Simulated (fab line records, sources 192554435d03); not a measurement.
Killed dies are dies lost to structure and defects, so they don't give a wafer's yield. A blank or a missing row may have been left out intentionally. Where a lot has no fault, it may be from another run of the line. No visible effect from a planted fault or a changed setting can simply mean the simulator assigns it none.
A lot that was struck, set against a sound lot / flow n5_finfet / 14 out of 1938 route steps
Sound: wafers L961.2, L961.4, L961.5. Struck: wafers L964.2, L964.3, L964.4. The cause is given at the end.
Order at every step that has rows: each side's tool, ch and its chambers, its first start. Under that, the readings that differ: sound wafers / struck wafers / difference of the means / sigmas: that difference in standard deviations of wafers without a fault.
alike: readings with means less than 2 such deviations apart, plus words and numbers identical on both sides. not compared: withheld readings, readings lacking a value on some wafer, bounds such as >300 that could conceal the same value, and numbers that have no deviation in the record and whose values overlap.
Wherever a step has rows on one side only, a row that says differs or no value, or a row with sigmas, the two part there. Numbers that don't overlap but have no deviation are shown without sigmas and don't part them. Lack of a reading on every wafer of one side parts them only where that side has two or more wafers.

N5_MOL_CONTACT_COAG_CMP_28: polishes, stops on SiNx, t overpolish 0.85 s, target thk 14.522 nm.
  sound on cmp-04 ch 0,2,3, day 6 16:45; struck on cmp-04 ch 1,2,3, day 7 08:05
  alike: edge_zone_pressure_frac, motor_current_A, retaining_ring_pressure_frac, time_to_endpoint_s
N5_MOL_CONTACT_COAG_THK_MEAS_29:
  struck on film_metro-01, day 7 08:23; sound on film_metro-01, day 6 16:58
  alike: MD_CAP_THK
N5_MOL_CONTACT_COAG_ALD_123: deposits SiNx, target thk 5 nm, pulse time 1 s, purge time 2 s.
  sound on ald_sin-04 ch 0,1,2, day 6 17:00; struck on ald_sin-04 ch 0,1,3, day 7 08:25
  alike: heater_power_w, precursor_pulse_height_rel
then, 9 steps without rows for these wafers: N5_MOL_CONTACT_COAG_PECVD_31 (deposits SiO2 from TEOS/O2, target thk 46 nm, time 8.9 s); N5_MOL_CONTACT_COAG_COAT_75 (time 60 s, resist thk 60 nm); N5_MOL_CONTACT_COAG_COAT_76 (time 60 s, resist thk 10 nm); N5_MOL_CONTACT_COAG_COAT_77 (time 60 s, resist thk 10 nm); N5_MOL_CONTACT_COAG_COAT_78 (resist thk 40 nm); N5_MOL_CONTACT_COAG_EBR_80; N5_MOL_CONTACT_COAG_SOFTBAKE_79 (time 60 s); N5_MOL_CONTACT_COAG_EXPOSE_81 (exposes mask VG, defocus 0 nm); N5_MOL_CONTACT_COAG_PEB_82 (peb time 60 s).
N5_MOL_CONTACT_COAG_DEVELOP_83: develop time 30 s.
  sound on litho_track-05 ch 0, day 6 17:55; struck on litho_track-05, day 7 09:20
  no value came back on the struck wafers for chill_plate_temp_C (C), develop_time_s (s); on the sound wafers chill_plate_temp_C (C) reads 22.98 22.89 22.73
reading=model.CAR-EUV_of_MOL_CONTACT_COAG_COAT_78.thk_nm (nm); sound=39.4 39.4 39.4; struck=40 40 40; difference=+1; sigmas=
N5_MOL_CONTACT_COAG_CD_MEAS_84 targets a cd of 25.1 nm.
  sound on cd_sem-01 ch 0, day 6 17:58; struck on cd_sem-02 ch 0, day 7 09:24
reading=cd_nm (nm); sound=24.69 24.32 24.77; struck=- - -; difference=no value on the struck wafers; sigmas=

## WHERE THEY PART
Earliest at N5_MOL_CONTACT_COAG_DEVELOP_83; latest, in this record, at N5_MOL_CONTACT_COAG_CD_MEAS_84.

WHY: what the simulator had put in
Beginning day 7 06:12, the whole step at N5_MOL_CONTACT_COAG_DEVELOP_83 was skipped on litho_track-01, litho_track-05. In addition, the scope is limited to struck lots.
